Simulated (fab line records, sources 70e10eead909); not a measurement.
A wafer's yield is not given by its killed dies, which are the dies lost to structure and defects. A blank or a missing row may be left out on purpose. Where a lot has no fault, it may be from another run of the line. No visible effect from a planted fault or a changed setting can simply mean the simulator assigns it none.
8D (eight disciplines) problem report, filled in by code + flow nandHarc + the parts of the form that need people (team, actions taken, sign-off) are left out

== 1. WHAT IS WRONG ==
At NHARC_THIN_TSV_ETCH_44, oesProductAu averages 0.904 a.u. over 3 wafers from 2 lots, while fault-free wafers read 1.003 a.u., standard deviation 0.0081. Measured from the usual mean, that is -12 standard deviations.
The step: etches the open film in CF4/O2, target depth 1594.2 nm, time 797.1 s.
The first sign was on wafer L546.2 at day 25 04:09, on rieDiel-12. The record holds 42 wafers of 14 lots with a number at this step. By rule, "out" or "out of limits" means more than 4 standard deviations away from the usual mean. Any other wafer with a number is counted as sound.

== 2. WHAT IT IS, AND WHAT IT ISN'T ==
| question                    | is                     | is not                                                                                                   |
|-----------------------------|------------------------|----------------------------------------------------------------------------------------------------------|
| which readings at this step | oesProductAu           | drypumpMotorCurrentA, rfVppV, showerheadPlenumPTorr, throttleValvePct                                    |
| which lots                  | L544, L546             | L533, L534, L535, L537, L540, L543, L547, L548, L549, L552, L553, L556                                   |
| which wafers of those lots  | L544.2, L546.2, L546.6 | L544.1, L544.6, L546.1                                                                                   |
| read on which tools         | rieDiel-12             | rieDiel-03, rieDiel-08                                                                                   |
| when                        | from day 25 04:09      | up to then (19 sound wafers); but 20 sound wafers of L544, L547, L548, L549, L552, L553, L556 came after |

== 3. SUSPECTS, AND WHAT RULES EACH OUT ==
Counting: any tool at a process step up to the reading remains a suspect provided it ran every lot that is out. Sound lots after the first of them don't rule it out here, since some wafers of a struck lot are sound.
- rieDiel-12 at NHARC_THIN_TSV_ETCH_44 (etches the open film in CF4/O2, target depth 1594.2 nm, time 797.1 s): kept. It ran every lot that is out, first L546 (day 25 04:09); its last sound lot up to then is L540 (day 25 01:15). On those wafers its own readings are out: oesProductAu.
- In rieDiel-12 at NHARC_THIN_TSV_ETCH_44, the wafers that are out were processed in chamber 2 and their sound lot-mates in chambers 0, 1.
Left after counting: rieDiel-12 at NHARC_THIN_TSV_ETCH_44.

== 4. THE CAUSE (what the simulator had put in) ==
rieDiel-12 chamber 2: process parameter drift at NHARC_THIN_TSV_ETCH_44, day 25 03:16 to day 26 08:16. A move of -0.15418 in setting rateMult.
After counting, this tool was the only one left.

== 5. SEQUENCE OF EFFECTS, ordered by route ==
Rows list readings where the struck wafers' mean (over those with a number) sits beyond 3 standard deviations from the usual. Only readings whose record carries a usual standard deviation are examined. hours: median over the lots of the time between each lot's start at the first step of this table that gives one and its start at this step. sigmas: the change, counted in usual standard deviations.
| hours | step                   | reading      | usual      | on struck wafers | change | sigmas |
|-------|------------------------|--------------|------------|------------------|--------|--------|
| 0     | NHARC_THIN_TSV_ETCH_44 | oesProductAu | 1.003 a.u. | 0.904            | -0.099 | -12    |
Its process steps:
- NHARC_THIN_TSV_ETCH_44: etches the open film in CF4/O2, target depth 1594.2 nm, time 797.1 s.

== 6. HOW IT WOULD HAVE BEEN CAUGHT EARLIER ==
In this record the first reading out of limits was taken at day 25 04:09, 1 hour after the fault began at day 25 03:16.
